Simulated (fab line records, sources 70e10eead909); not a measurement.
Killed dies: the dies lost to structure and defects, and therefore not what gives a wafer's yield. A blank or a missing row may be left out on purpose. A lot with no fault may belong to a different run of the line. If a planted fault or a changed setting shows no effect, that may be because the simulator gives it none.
Chamber matching / flow nand harc / NHARC_P_CONTACT_ETCH_35 on rie diel-11: 4 sister chambers
The step etches the open film in CF4, target depth 39 nm, time 65 s. 4 wafers are shown with their chamber, then 7 later ones without.

== WAFERS WITH THEIR CHAMBER ==
wafer=L079.1; chamber=1; showerhead plenum p Torr (Torr)=1.72
wafer=L079.6; chamber=3; showerhead plenum p Torr (Torr)=1.85
wafer=L085.1; chamber=2; showerhead plenum p Torr (Torr)=1.82
wafer=L085.2; chamber=0; showerhead plenum p Torr (Torr)=1.83

== WAFERS MISSING THEIR CHAMBER ==
wafer=L085.3; showerhead plenum p Torr (Torr)=1.72
wafer=L094.1; showerhead plenum p Torr (Torr)=1.84
wafer=L094.2; showerhead plenum p Torr (Torr)=1.83
wafer=L094.5; showerhead plenum p Torr (Torr)=1.83
wafer=L096.1; showerhead plenum p Torr (Torr)=1.84
wafer=L096.2; showerhead plenum p Torr (Torr)=1.83
wafer=L096.6; showerhead plenum p Torr (Torr)=1.82

== WHICH CHAMBER EACH WENT THROUGH ==
wafer=L085.3; from the rows above=1; in truth=1
wafer=L094.1; from the rows above=can't be placed: 0 or 3 or 2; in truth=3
wafer=L094.2; from the rows above=can't be placed: 0 or 2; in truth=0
wafer=L094.5; from the rows above=can't be placed: 0 or 2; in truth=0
wafer=L096.1; from the rows above=can't be placed: 0 or 3 or 2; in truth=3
wafer=L096.2; from the rows above=can't be placed: 0 or 2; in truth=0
wafer=L096.6; from the rows above=can't be placed: 2 or 0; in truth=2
Correctly placed: 1 of 7. Can't be placed from these rows: 6 (the true chamber is among the candidates in 6). Placed wrongly: 0.
How it was worked out, from the rows above alone: a wafer's distance from a chamber is the root of the sum, over the readings, of the square of ((its reading less the chamber's mean) divided by the reading's scatter). If the next closest chamber is less than 2 further off than the closest, the wafer can't be placed; otherwise it belongs to the closest. For every chamber, the mean is computed from those of its wafers that are shown. The scatter (one wafer shown for each chamber): square how far every hidden wafer sits from the nearest shown wafer, average those squares and take the square root.
